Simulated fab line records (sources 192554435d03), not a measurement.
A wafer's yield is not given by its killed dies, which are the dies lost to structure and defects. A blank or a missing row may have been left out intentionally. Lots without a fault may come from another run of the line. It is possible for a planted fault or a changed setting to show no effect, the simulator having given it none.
Matching of chambers / flow n5-finfet / 3 sister chambers for N5_BEOL_M9_CURE_71 on uv-cure-03
The step cures SiCOH lowk, time 240 s. 22 wafers are shown with their chamber, then 11 later ones without.

== EACH WAFER AND ITS CHAMBER ==
wafer=L074.1; chamber=0; wafer_temp_C_max=388.8; lamp-power-pct (%)=52.31
wafer=L074.4; chamber=0; wafer_temp_C_max=387.9; lamp-power-pct (%)=52.31
wafer=L074.5; chamber=0; wafer_temp_C_max=387.5; lamp-power-pct (%)=52.27
wafer=L075.3; chamber=0; wafer_temp_C_max=387.8; lamp-power-pct (%)=52.22
wafer=L075.5; chamber=0; wafer_temp_C_max=388.0; lamp-power-pct (%)=52.37
wafer=L075.6; chamber=0; wafer_temp_C_max=388.9; lamp-power-pct (%)=52.35
wafer=L081.1; chamber=1; wafer_temp_C_max=388.0; lamp-power-pct (%)=52.34
wafer=L081.2; chamber=1; wafer_temp_C_max=389.7; lamp-power-pct (%)=52.37
wafer=L081.5; chamber=1; wafer_temp_C_max=388.0; lamp-power-pct (%)=52.31
wafer=L080.1; chamber=0; wafer_temp_C_max=387.6; lamp-power-pct (%)=52.32
wafer=L080.2; chamber=0; wafer_temp_C_max=388.6; lamp-power-pct (%)=52.30
wafer=L080.5; chamber=0; wafer_temp_C_max=388.6; lamp-power-pct (%)=52.34
wafer=L084.1; chamber=1; wafer_temp_C_max=387.9; lamp-power-pct (%)=52.36
wafer=L084.4; chamber=1; wafer_temp_C_max=388.6; lamp-power-pct (%)=52.31
wafer=L084.5; chamber=1; wafer_temp_C_max=388.2; lamp-power-pct (%)=52.28
wafer=L087.3; chamber=2; wafer_temp_C_max=386.3; lamp-power-pct (%)=52.32
wafer=L087.5; chamber=2; wafer_temp_C_max=385.9; lamp-power-pct (%)=52.32
wafer=L087.6; chamber=2; wafer_temp_C_max=386.2; lamp-power-pct (%)=52.34
wafer=L085.2; chamber=0; wafer_temp_C_max=388.5; lamp-power-pct (%)=52.34
wafer=L085.5; chamber=0; wafer_temp_C_max=387.8; lamp-power-pct (%)=52.31
wafer=L085.6; chamber=0; wafer_temp_C_max=388.0; lamp-power-pct (%)=52.22
wafer=L088.1; chamber=2; wafer_temp_C_max=387.1; lamp-power-pct (%)=52.30

SIGNATURES, as means of the wafers listed above
reading=wafer_temp_C_max; chamber 0=388.167; chamber 1=388.400; chamber 2=386.375; scatter within a chamber=0.548
reading=lamp-power-pct; chamber 0=52.3050; chamber 1=52.3283; chamber 2=52.3200; scatter within a chamber=0.0406
Rule: for a wafer and a chamber, the distance is found by dividing, reading by reading, the gap between the wafer's reading and the chamber's mean by the reading's scatter, squaring, summing and taking the root. The wafer belongs to the nearest chamber; if the next one is less than 2 further off, it can't be placed. The scatter: take each reading less its chamber's mean, square it, sum over the shown wafers, divide by the number of wafers less the number of chambers, and take the root.

== WAFERS MISSING THEIR CHAMBER ==
wafer=L088.2; wafer_temp_C_max=386.1; lamp-power-pct (%)=52.25
wafer=L088.3; wafer_temp_C_max=385.9; lamp-power-pct (%)=52.24
wafer=L091.1; wafer_temp_C_max=386.3; lamp-power-pct (%)=52.22
wafer=L091.4; wafer_temp_C_max=386.6; lamp-power-pct (%)=52.30
wafer=L091.5; wafer_temp_C_max=386.2; lamp-power-pct (%)=52.34
wafer=L095.3; wafer_temp_C_max=386.1; lamp-power-pct (%)=52.33
wafer=L095.5; wafer_temp_C_max=386.4; lamp-power-pct (%)=52.24
wafer=L095.6; wafer_temp_C_max=386.3; lamp-power-pct (%)=52.34
wafer=L097.2; wafer_temp_C_max=389.5; lamp-power-pct (%)=52.40
wafer=L097.4; wafer_temp_C_max=388.2; lamp-power-pct (%)=52.33
wafer=L097.6; wafer_temp_C_max=388.5; lamp-power-pct (%)=52.36

== CHAMBER TAKEN BY EACH ==
wafer=L088.2; from the rows above=2; in truth=2
wafer=L088.3; from the rows above=2; in truth=2
wafer=L091.1; from the rows above=can't be placed: 2 or 0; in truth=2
wafer=L091.4; from the rows above=2; in truth=2
wafer=L091.5; from the rows above=2; in truth=2
wafer=L095.3; from the rows above=2; in truth=2
wafer=L095.5; from the rows above=can't be placed: 2 or 0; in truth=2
wafer=L095.6; from the rows above=2; in truth=2
wafer=L097.2; from the rows above=can't be placed: 1 or 0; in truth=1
wafer=L097.4; from the rows above=can't be placed: 1 or 0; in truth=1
wafer=L097.6; from the rows above=can't be placed: 1 or 0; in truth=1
Placed correctly: 6 of 11. From these rows, 5 cannot be placed; in 5 the true chamber is one of the candidates. Number placed wrongly: 0.
